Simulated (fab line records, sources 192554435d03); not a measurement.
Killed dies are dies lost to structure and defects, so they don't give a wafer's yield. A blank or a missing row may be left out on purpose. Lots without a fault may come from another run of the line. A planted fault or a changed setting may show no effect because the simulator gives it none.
Split-lot experiment | flow n5_finfet | 7 lots, 39 wafers read, on a route of 1938 steps

THE SPLIT
At N5_ZERO_LAYER_PECVD_02 (deposits SiO2 from SiH4/N2O, target thk 10 nm, time 6 s), the setting time_s was moved away from the recipe's 6 s on 15 of the 39 wafers read, by -50.6% to +58.5%. The other wafers ran this setting at the recipe's value.

The reading is taken at the split's own step.

THE READING
SiO2_of_ZERO_LAYER_PECVD_02.thk_nm (the simulator's own value, which no gauge read), in nm, at N5_ZERO_LAYER_PECVD_02 (deposits SiO2 from SiH4/N2O, target thk 10 nm, time 6 s). The file gives no usual value for it. The 24 wafers here that ran the recipe average 9.996 nm, standard deviation 0.16 nm.

wafer  | tool, chamber at the split | time_s as run, s | against the recipe | SiO2_of_ZERO_LAYER_PECVD_02.thk_nm, nm | against lot-mates on the recipe
L081.1 | pecvd-01, 2                | 6                | recipe             | 9.757                                  | -
L081.2 | pecvd-01, 1                | 9.509            | +58.5%             | 15.77                                  | +5.916
L081.3 | pecvd-01, 0                | 9.509            | +58.5%             | 15.59                                  | +5.736
L081.4 | pecvd-01, 1                | 6                | recipe             | 9.965                                  | -
L081.5 | pecvd-01, 0                | 9.509            | +58.5%             | 15.87                                  | +6.016
L081.6 | pecvd-01, 2                | 6                | recipe             | 9.84                                   | -
L085.1 | pecvd-03, 0                | 6                | recipe             | 10.12                                  | -
L085.2 | pecvd-03, 2                | 6                | recipe             | 10.1                                   | -
L085.4 | pecvd-03, 0                | 6                | recipe             | 10.32                                  | -
L089.1 | pecvd-04, 2                | 6                | recipe             | 10.04                                  | -
L089.2 | pecvd-04, 1                | 3.367            | -43.9%             | 5.593                                  | -4.464
L089.3 | pecvd-04, 0                | 6                | recipe             | 10.03                                  | -
L089.4 | pecvd-04, 0                | 3.367            | -43.9%             | 5.769                                  | -4.288
L089.5 | pecvd-04, 1                | 3.367            | -43.9%             | 5.699                                  | -4.358
L089.6 | pecvd-04, 2                | 6                | recipe             | 10.1                                   | -
L090.1 | pecvd-03, 1                | 6                | recipe             | 9.7                                    | -
L090.2 | pecvd-03, 0                | 7.827            | +30.4%             | 12.8                                   | +2.910
L090.3 | pecvd-03, 1                | 7.827            | +30.4%             | 13.14                                  | +3.250
L090.4 | pecvd-03, 0                | 7.827            | +30.4%             | 13.06                                  | +3.170
L090.5 | pecvd-03, 1                | 6                | recipe             | 10.04                                  | -
L090.6 | pecvd-03, 0                | 6                | recipe             | 9.929                                  | -
L091.1 | pecvd-01, 2                | 6                | recipe             | 9.845                                  | -
L091.2 | pecvd-01, 1                | 6                | recipe             | 9.814                                  | -
L091.3 | pecvd-01, 2                | 2.964            | -50.6%             | 4.827                                  | -5.096
L091.4 | pecvd-01, 1                | 2.964            | -50.6%             | 4.902                                  | -5.021
L091.5 | pecvd-01, 1                | 6                | recipe             | 10.11                                  | -
L091.6 | pecvd-01, 2                | 2.964            | -50.6%             | 4.873                                  | -5.050
L095.1 | pecvd-03, 0                | 6                | recipe             | 10.06                                  | -
L095.2 | pecvd-03, 1                | 6                | recipe             | 9.916                                  | -
L095.3 | pecvd-03, 2                | 6                | recipe             | 9.756                                  | -
L095.4 | pecvd-03, 0                | 6                | recipe             | 10.24                                  | -
L095.5 | pecvd-03, 2                | 6                | recipe             | 9.941                                  | -
L095.6 | pecvd-03, 1                | 6                | recipe             | 10.05                                  | -
L096.1 | pecvd-03, 2                | 8.719            | +45.3%             | 14.24                                  | +4.164
L096.2 | pecvd-03, 0                | 6                | recipe             | 10.08                                  | -
L096.3 | pecvd-03, 1                | 6                | recipe             | 9.929                                  | -
L096.4 | pecvd-03, 1                | 8.719            | +45.3%             | 14.63                                  | +4.554
L096.5 | pecvd-03, 2                | 8.719            | +45.3%             | 14.45                                  | +4.374
L096.6 | pecvd-03, 0                | 6                | recipe             | 10.22                                  | -

THE FIT
A straight line over all 39 wafers: SiO2_of_ZERO_LAYER_PECVD_02.thk_nm changes by +0.099 nm for each +1% of time_s; r = +1.00; the points scatter about the line by 0.15 nm.
The same after taking each lot's own level away (the mean of its wafers on the recipe; 39 wafers): +0.0996 nm for each +1%; r = +1.00; scatter 0.13 nm.
On that fit, the largest move of time_s shifts the reading by 5.8 nm.
The lots' own levels span 9.8540 to 10.1800 nm, that is 2.1 times the standard deviation above.
So the lot-to-lot level changes the slope little: the two slopes agree.
Check: with one of the wafers moved furthest among these (+58.5%) left out of the fit, the line predicts +5.81 nm for it against its lot-mates. It came out at +5.92 nm against them.

THE FILE'S OWN FIT
SiO2_of_ZERO_LAYER_PECVD_02.thk_nm changes by +0.0996 nm for each +1% of time_s, r = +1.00.
